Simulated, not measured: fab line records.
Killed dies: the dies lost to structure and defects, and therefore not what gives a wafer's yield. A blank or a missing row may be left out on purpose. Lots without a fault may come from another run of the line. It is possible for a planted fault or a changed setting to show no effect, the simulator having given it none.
A lot that was struck, set against a sound lot ; flow n5-finfet ; 42 steps out of a route of 1938
Sound: the wafers L809.1, L809.4, L809.6. The struck wafers were L802.2, L802.3, L802.5. The cause comes at the end.
At each step with rows: each side's tool, then ch and its chambers, then its first start. Under that, the readings that differ: sound wafers ; struck wafers ; difference of the means ; sigmas: that difference in standard deviations of wafers without a fault.
alike: readings with means less than 2 such deviations apart, plus words and numbers identical on both sides. not compared: withheld readings, readings lacking a value on some wafer, bounds such as >300 that could conceal the same value, and numbers that have no deviation in the record and whose values overlap.
A row with sigmas, a row that says differs or no value, or rows on one side alone: a step with any of these is where the two part. Numbers that don't overlap but have no deviation are shown without sigmas and don't part them. A reading that every wafer of one side lacks parts them only if that side has two wafers or more.

first, 9 steps without rows for these wafers: N5_BEOL_M4_ANNEAL_95 (time 240 s); N5_BEOL_M4_SPUTTER_96 (material Cu, target thk 4.5 nm, time 8.29 s); N5_BEOL_M4_ECD_50 (material Cu, target thk 300 nm); N5_BEOL_M4_ANNEAL_51 (time 90 s); N5_BEOL_M4_CMP_52 (polishes, stops on SiOC, t overpolish 6.8 s, target thk 40 nm); N5_BEOL_M4_PRE_CLEAN_60 (time 15 s); N5_BEOL_M4_CO_CAP_55 (material Co, precursor CCTBA/H2, target thk 2 nm, time 102.1 s); N5_BEOL_M4_PRE_CLEAN_56 (time 15 s); N5_BEOL_M4_DEP_57 (deposits SiCN from 3MS/NH3, target thk 8 nm, time 14 s).
N5_BEOL_M4_RC_MEAS_101:
  sound on prober-02 ch 0, day 14 04:15; struck on prober-01 ch 0, day 12 05:40
reading;sound;struck;difference;sigmas
DIBL_N (mV/V);35.7 35.2 34.7;38.3 39.6 36.5;+2.9;+2
DIBL_P (mV/V);33.9 32.9 32.5;36.9 38.4 35.1;+3.7;+2
SS_P (mV/dec);72.7 71.9 72.3;73.8 74.0 73.1;+1.3;+2
  alike: IOFF_N, IOFF_P, ION_N, ION_P, SS_N, VT_N, VT_P
then, 24 steps without rows for these wafers: N5_BEOL_M5_ILD_DEP_00 (deposits SiCOH lowk from DEMS/porogen, target thk 140.64 nm, time 25.9 s); N5_BEOL_M5_CURE_79 (cures SiCOH lowk, time 240 s); N5_BEOL_M5_PECVD_70 (deposits SiO2 from TEOS/O2, target thk 16 nm, time 18 s); N5_BEOL_M5_HM_DEP_02 (deposits TiN, target thk 20 nm); N5_BEOL_M5_COAT_59 (time 60 s, resist thk 60 nm); N5_BEOL_M5_COAT_60 (time 60 s, resist thk 12 nm); N5_BEOL_M5_COAT_71 (time 60 s, resist thk 5 nm); N5_BEOL_M5_COAT_05 (resist thk 30 nm); N5_BEOL_M5_EBR_07; N5_BEOL_M5_SOFTBAKE_06 (time 60 s); N5_BEOL_M5_EXPOSE_08 (exposes mask M5, target cd 28 nm); N5_BEOL_M5_PEB_09 (peb time 60 s); N5_BEOL_M5_DEVELOP_10 (develop time 30 s); N5_BEOL_M5_DESCUM_16 (chemistry O2, time 7 s); N5_BEOL_M5_ETCH_72 (etches underlayer in N2/H2, target depth 6.5 nm, time 5.2 s); N5_BEOL_M5_ETCH_61 (etches SiARC in CF4, target depth 15.6 nm, time 26 s); N5_BEOL_M5_ETCH_62 (etches SOC in N2/H2, target depth 75 nm, overetch 15 nm, time 112.5 s); N5_BEOL_M5_STRIP_63 (strips in N2/H2); N5_BEOL_M5_STRIP_73 (strips in N2/H2); N5_BEOL_M5_STRIP_64 (strips in CF4); N5_BEOL_M5_HM_OPEN_17 (chemistry Cl2/BCl3, target TiN, target depth 20 nm, overetch 6 nm); N5_BEOL_M5_STRIP_19 (strips in O2); N5_BEOL_M5_COAT_65 (time 60 s, resist thk 60 nm); N5_BEOL_M5_COAT_66 (time 60 s, resist thk 12 nm).
-- the record jumps here: 3 days lie between the struck wafers' starts before and after (it left off in module BEOL_M5 and takes up again in module BEOL_M13, whose first step shown is number 1659 of the route) --
N5_BEOL_M13_ILD_DEP_00: deposits SiOC from DEMS/O2, target thk 837.92 nm, time 166.4 s.
  sound on pecvd-04 ch 0,1, day 17 11:03; struck on pecvd-04 ch 0,2, day 14 23:50
  alike: heater-power-w, showerhead-plenum-p-Torr, throttle-valve-pct
N5_BEOL_M13_THK_MEAS_01:
  sound on film-metro-02 at day 17 11:12; struck on film-metro-01 at day 14 23:59
reading;sound;struck;difference;sigmas
M13_ILD_THK (nm);830 851 840;1682 1682 1703;+849;+90
N5_BEOL_M13_VIA_ETCH_16: etches SiOC in C4F8/O2/Ar, target depth 921.7 nm.
  sound on rie-diel-03 ch 0,2,3, day 17 11:49; struck on rie-diel-03 ch 1,2,3, day 15 00:38
reading;sound;struck;difference;sigmas
model.etch.depth-nm (nm);829.8 850.6 839.4;1682 1682 1703;+849;
model.SiOC_of_BEOL_M13_ILD_DEP_00.thk-nm (nm);829.8 850.6 839.4;1380 1382 1377;+540;
model.BARC_of_BEOL_M13_COAT_58.thk-nm (nm);89.6 89.4 89.4;0 0 0;-89;
  alike: C4F8_flow_sccm, drypump-motor-current-A, oes-product-au, rf-vpp-V, showerhead-plenum-p-Torr, throttle-valve-pct
N5_BEOL_M13_STRIP_63: strips in N2/H2.
  sound on plasma-asher-02 ch 0, day 17 12:04; struck on plasma-asher-01 ch 1, day 15 00:52
reading;sound;struck;difference;sigmas
heater-power-w (W);363 376 363;296 304 290;-71;-3
oes-product-au (a.u.);0.666 0.672 0.680;0.233 0.230 0.239;-0.439;-90
strip-time-to-endpoint-s (s);28.0 26.6 27.9;0.0 0.0 0.0;-27.5;-28
  alike: drypump-motor-current-A, temp-c
  not compared: rf-hours-counter-h
N5_BEOL_M13_STRIP_64: strips in N2/H2.
  sound on plasma-asher-02 ch 0, day 17 12:07; struck on plasma-asher-01 ch 1, day 15 00:55
reading;sound;struck;difference;sigmas
heater-power-w (W);367 360 368;302 299 297;-66;-2
oes-product-au (a.u.);0.716 0.727 0.716;0.240 0.241 0.237;-0.480;-99 or more
strip-time-to-endpoint-s (s);31.51 31.41 31.44;0.03 0.04 0.04;-31.42;-99 or more
  alike: drypump-motor-current-A, temp-c
  not compared: rf-hours-counter-h
N5_BEOL_M13_CD_MEAS_17: the cd target is 190 nm.
  sound on cd-sem-03 at day 17 12:16; struck on cd-sem-03 at day 15 01:04
reading;sound;struck;difference;sigmas
cd-nm (nm);188.9 190.6 189.6;277.9 279.1 282.6;+90.2;+75
N5_BEOL_M13_CMP_49: polishes, stops on SiOC, t overpolish 17.1 s, target thk 420 nm.
  sound on cmp-01 ch 1,2,3, day 17 16:45; struck on cmp-03 ch 0,1,2, day 15 06:23
reading;sound;struck;difference;sigmas
model.SiOC_of_BEOL_M13_ILD_DEP_00.thk-nm (nm);770.6 791.6 780.8;1323 1322 1318;+540;
  alike: barrier-field-endpoint-s, motor-current-A, overpolish-run-s
N5_PASSIVATION_PROBE_49:
  sound on prober-01 at day 18 19:04; struck on prober-01 at day 16 09:20
reading;sound;struck;difference;sigmas
defect-limited-yield (%);91.3 89.9 92.4;0.6 0.4 0.3;-90.8;-65
killed_at_M0_to_M3;43 42 37;4 6 4;-36;-4
killed_at_M4_up;15 27 12;1161 1149 1158;+1138;+99 or more
killed-at-front-end;34 32 32;6 12 11;-23;-2
killed-dies;103 119 90;1173 1175 1177;+1071;+67
killed-on-rim;16 11 11;151 151 151;+138;+36
killed-open;52 77 51;7 21 12;-47;-4
killed-short;51 42 39;7 7 9;-36;-5
sort_bin_5_function (%);4.6 5.8 3.8;74.0 74.7 73.7;+69.4;+77
sort-n-pass;1077 1061 1090;7 5 3;-1071;-67
sort-yield-pct (%);91.3 89.9 92.4;0.6 0.4 0.3;-90.8;-65
  alike: killed-at-contacts, killed-at-other, sort_bin_6_memory

WHERE THEY PART
First at N5_BEOL_M4_RC_MEAS_101; last, within this record, at N5_PASSIVATION_PROBE_49.

WHY: whatever the simulator had introduced
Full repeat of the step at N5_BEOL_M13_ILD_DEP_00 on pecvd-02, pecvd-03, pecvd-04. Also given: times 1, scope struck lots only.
